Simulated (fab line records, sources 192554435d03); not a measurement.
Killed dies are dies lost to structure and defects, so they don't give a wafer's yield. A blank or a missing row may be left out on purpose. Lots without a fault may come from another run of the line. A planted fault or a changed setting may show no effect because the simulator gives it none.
Chamber matching | flow n5_finfet | N5_BEOL_M13_DESCUM_33 on rie_diel-05: 4 sister chambers
The step chemistry O2, time 7.9 s. 4 wafers are shown with their chamber, then 10 later ones without.

WAFERS WITH THEIR CHAMBER
wafer  | chamber | drypump_motor_current_A (A)
L078.5 | 2       | 6.2
L085.2 | 3       | 6.4
L087.2 | 0       | 5.8
L087.3 | 1       | 5.3

WAFERS WITHOUT THEIR CHAMBER
wafer  | drypump_motor_current_A (A)
L087.5 | 5.8
L089.2 | 5.3
L089.4 | 5.4
L089.5 | 5.8
L090.1 | 5.4
L090.4 | 5.8
L090.5 | 6.4
L096.1 | 6.2
L096.2 | 5.3
L096.3 | 5.8

WHICH CHAMBER EACH WENT THROUGH
wafer  | from the rows above | in truth
L087.5 | 0                   | 0
L089.2 | 1                   | 1
L089.4 | 1                   | 1
L089.5 | 0                   | 0
L090.1 | 1                   | 1
L090.4 | 0                   | 0
L090.5 | 3                   | 3
L096.1 | 2                   | 2
L096.2 | 1                   | 1
L096.3 | 0                   | 0
Placed correctly: 10 of 10. Can't be placed from these rows: 0. Placed wrongly: 0.
How it was worked out, from the rows above alone: a wafer's distance from a chamber is the root of the sum, over the readings, of the square of ((its reading less the chamber's mean) divided by the reading's scatter). The wafer belongs to the nearest chamber; if the next one is less than 2 further off, it can't be placed. A chamber's mean is the mean of its shown wafers. The scatter: with one shown wafer a chamber, the root of the mean of the squares of how far each hidden wafer lies from its nearest shown one.
